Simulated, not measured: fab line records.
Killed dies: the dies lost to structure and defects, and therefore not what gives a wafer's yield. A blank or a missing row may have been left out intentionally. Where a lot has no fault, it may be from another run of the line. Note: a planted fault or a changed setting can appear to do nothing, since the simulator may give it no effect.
Struck lot and sound lot, side by side || flow nand_harc || 25 out of 1302 route steps
Sound: the wafers L755.1, L755.3, L755.6. Struck: wafers L764.2, L764.5, L764.6. Last of all comes the cause.
Order at every step that has rows: each side's tool, ch and its chambers, its first start. Under that, the readings that differ: sound wafers || struck wafers || difference of the means || sigmas: that difference in standard deviations of wafers without a fault.
alike: readings whose means differ by less than 2 such deviations, and words and numbers that are the same on both sides. not compared: withheld readings, readings that some wafer has no value for, bounds like >300 that may hide the same value, and numbers for which the record gives no deviation and whose values overlap.
A row with sigmas, a row that says differs or no value, or rows on one side alone: a step with any of these is where the two part. Numbers that have no deviation but don't overlap get no sigmas and don't part them. A reading missing from all wafers of one side parts the sides only when that side holds two or more wafers.

first, 1 step without rows for these wafers: NHARC_A_M0_SRD_25.
NHARC_A_M0_INSPECT_27:
  struck on defect_inspect-01, day 28 02:05; sound on defect_inspect-01, day 24 14:03
  alike: raw_defect_count
NHARC_A_M0_PRE_CLEAN_31: time 12 s.
  sound on pecvd-03 ch 1,2, day 24 14:07; struck on pecvd-03 ch 0,1,2, day 28 02:09
  alike: heater_power_w
NHARC_A_M0_DEP_32: deposits SiCN, target thk 30 nm.
  sound on pecvd-03 ch 1,2, day 24 14:12; struck on pecvd-03 ch 0,1,2, day 28 02:14
  alike: heater_power_w
then, 7 steps without rows for these wafers: NHARC_A_M1_DEP_00 (deposits SiOC, target thk 182.5 nm); NHARC_A_M1_DEHYDRATE_01 (time 120 s); NHARC_A_M1_HMDS_02 (time 30 s); NHARC_A_M1_COAT_34 (time 65 s); NHARC_A_M1_COAT_03 (resist thk 90 nm); NHARC_A_M1_SOFTBAKE_04 (time 55 s); NHARC_A_M1_EBR_05.
NHARC_A_M1_EXPOSE_06: exposes mask A M1, target cd 120 nm.
  sound on arfi_scanner-02 ch 0, day 24 15:18; struck on arfi_scanner-02 ch 0, day 28 03:20
{"reading": "exposure_dose_mJ_cm2", "sound": "75.48 75.38 75.39", "struck": "62.73 62.82 62.73", "difference": -12.66, "sigmas": -74}
  alike: mask
then, 2 steps without rows for these wafers: NHARC_A_M1_PEB_07 (peb time 65 s); NHARC_A_M1_DEVELOP_08 (develop time 35 s).
NHARC_A_M1_CD_MEAS_09: target cd 120 nm.
  sound on cd_sem-03 ch 0, day 24 15:26; struck on cd_sem-01 ch 0, day 28 03:29
{"reading": "cd_nm (nm)", "sound": "120.5 121.3 120.8", "struck": "110.3 110.2 109.1", "difference": -11.0, "sigmas": -22}
NHARC_A_M1_OVL_MEAS_10: pitch 240 nm.
  struck on overlay-02, day 28 03:34; sound on overlay-02, day 24 15:32
  alike: overlay_x_nm, overlay_y_nm
NHARC_A_M1_INSPECT_11:
  struck on defect_inspect-01, day 28 03:36; sound on defect_inspect-01, day 24 15:34
{"reading": "raw_defect_count", "sound": "159 168 152", "struck": "66 77 62", "difference": -91, "sigmas": -2}
NHARC_A_M1_DESCUM_14: chemistry O2, time 3 s.
  sound on rie_diel-08 ch 2,3, day 24 15:38; struck on rie_diel-03 ch 0,1,2, day 28 03:41
{"reading": "model.A_M1.cd_nm (nm)", "sound": "120.6 121.5 120.8", "struck": "109.4 109.5 108.2", "difference": -11.9, "sigmas": ""}
  alike: drypump_motor_current_A, oes_product_au, rf_vpp_V, showerhead_plenum_p_Torr, throttle_valve_pct
  not compared: rf_hours_counter_h
NHARC_A_M1_ETCH_35: etches the open film in N2/H2, target depth 40 nm, overetch 12 nm, time 43.94 s.
  sound on rie_diel-08 ch 0,2, day 24 15:43; struck on rie_diel-03 ch 0,2,3, day 28 03:46
  alike: drypump_motor_current_A, oes_product_au, rf_vpp_V, showerhead_plenum_p_Torr, throttle_valve_pct
  not compared: rf_hours_counter_h
NHARC_A_M1_ETCH_15: etches the open film in C4F8/Ar, target depth 182.5 nm, time 91.2 s.
  sound: rie_diel-08 ch 0,1,2; struck: rie_diel-03 ch 0,1
  alike: oes_product_au, rf_vpp_V
  not compared: rf_hours_counter_h
NHARC_A_M1_CD_MEAS_16:
  struck on cd_sem-01, day 28 03:58; sound on cd_sem-01, day 24 15:56
{"reading": "cd_nm (nm)", "sound": "121.2 121.5 120.8", "struck": "109.8 109.2 107.9", "difference": -12.2, "sigmas": -13}
NHARC_A_M1_STRIP_18: strips in N2/H2.
  sound on rie_diel-04 ch 1,2,3, day 24 16:02; struck on rie_diel-08 ch 0,1,2, day 28 04:05
  alike: drypump_motor_current_A, oes_product_au, rf_vpp_V, showerhead_plenum_p_Torr, throttle_valve_pct
  not compared: rf_hours_counter_h
NHARC_A_M1_ETCH_28: etches the open film in CF4/N2, target depth 30 nm, time 72.99 s.
  sound: rie_diel-04 ch 0,1,2; struck: rie_diel-08 ch 0,1,3
{"reading": "model.A_M1.cd_nm (nm)", "sound": "120.2 121.2 120.9", "struck": "110.3 109.3 107.1", "difference": -11.9, "sigmas": ""}
  alike: drypump_motor_current_A, oes_product_au, rf_vpp_V, showerhead_plenum_p_Torr, throttle_valve_pct
  not compared: rf_hours_counter_h
then, 1 step without rows for these wafers: NHARC_A_M1_STRIP_19 (strips in post etch residue remover, time 600 s).
NHARC_END_SORT_01:
  sound on prober-01 ch 0, day 26 11:44; struck on prober-01 ch 0, day 29 20:13
{"reading": "killed_open", "sound": "2 0 4", "struck": "6 5", "difference": "+4", "sigmas": "+2"}
  alike: defect_limited_yield, killed_at_array, killed_at_other, killed_at_periphery, killed_dies, killed_short, sort_bin_2_pct, sort_bin_3_pct, sort_bin_4_pct, sort_n_pass, sort_rim_yield_pct, sort_yield_pct

WHERE THEY PART
First at NHARC_A_M1_EXPOSE_06; last, within this record, at NHARC_END_SORT_01.

WHY: what the simulator had put in
Drift in process parameters on arfi_scanner-02 at NHARC_A_M1_EXPOSE_06, starting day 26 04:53. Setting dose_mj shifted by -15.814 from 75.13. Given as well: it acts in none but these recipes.
